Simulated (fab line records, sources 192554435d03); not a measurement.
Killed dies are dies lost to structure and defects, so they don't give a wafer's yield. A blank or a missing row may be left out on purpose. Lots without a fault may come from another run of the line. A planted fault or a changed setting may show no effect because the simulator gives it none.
Problem report in the 8D (eight disciplines) form, filled by code | flow n5_finfet | the parts of the form that need people (team, actions taken, sign-off) are left out

1. THE PROBLEM
exposure_dose_mJ_cm2 at N5_BEOL_M5_EXPOSE_25 reads a mean of 51.57 on 6 wafers of 2 lots; wafers without a fault read 52.66 with a standard deviation of 0.078. That is -14 standard deviations from the usual mean.
The step: exposes mask V4, defocus 10 nm.
First seen on wafer L968.1, day 11 12:19, on euv_scanner-01. The record holds 12 wafers of 4 lots with a number at this step. Rule for "out", or "out of limits": more than 4 standard deviations from the usual mean. The other wafers with a number count as sound.

2. WHAT IT IS AND WHAT IT IS NOT
question                    | is                     | is not
which readings at this step | exposure_dose_mJ_cm2   | -
which lots                  | L968, L969             | L958, L974
which wafers of those lots  | all that have a number | -
read on which tools         | euv_scanner-01         | euv_scanner-02
when                        | from day 11 12:19      | up to then (3 sound wafers); but 3 sound wafers of L974 came after

3. SUSPECTS, AND WHAT RULES EACH OUT
Counting: a tool at a process step up to the reading stays a suspect if it ran every lot that is out and no sound lot after the first of them.
- euv_scanner-01 at N5_BEOL_M5_EXPOSE_25 (exposes mask V4, defocus 10 nm): kept. It ran every lot that is out, first L968 (day 11 12:19), and no sound lot after that; its last sound lot up to then is L958 (day 8 19:47). Its own readings are out on those wafers: exposure_dose_mJ_cm2.
Left after counting: euv_scanner-01 at N5_BEOL_M5_EXPOSE_25.

4. THE CAUSE (what the simulator had put in)
Process parameter drift: euv_scanner-01, from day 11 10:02 on, at N5_BEOL_M5_EXPOSE_25. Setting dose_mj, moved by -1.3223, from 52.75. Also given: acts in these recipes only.
Counting left only this tool.

5. THE CHAIN OF EFFECTS, in route order
Each row: a reading whose mean over the struck wafers that have a number lies more than 3 standard deviations from the usual. Only readings for which the record gives a usual standard deviation are gone through. hours: the time from each lot's start at the first step in this table that gives one to its start at this step, as a median over the lots. sigmas: the change in usual standard deviations.
hours | step                 | reading              | usual | on struck wafers | change | sigmas
0     | N5_BEOL_M5_EXPOSE_25 | exposure_dose_mJ_cm2 | 52.66 | 51.57            | -1.09  | -14
The process steps in it:
- N5_BEOL_M5_EXPOSE_25: exposes mask V4, defocus 10 nm.

6. WHAT WOULD HAVE CAUGHT IT SOONER
In this record the first reading out of limits was taken at day 11 12:19, 2 hours after the fault began at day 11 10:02.
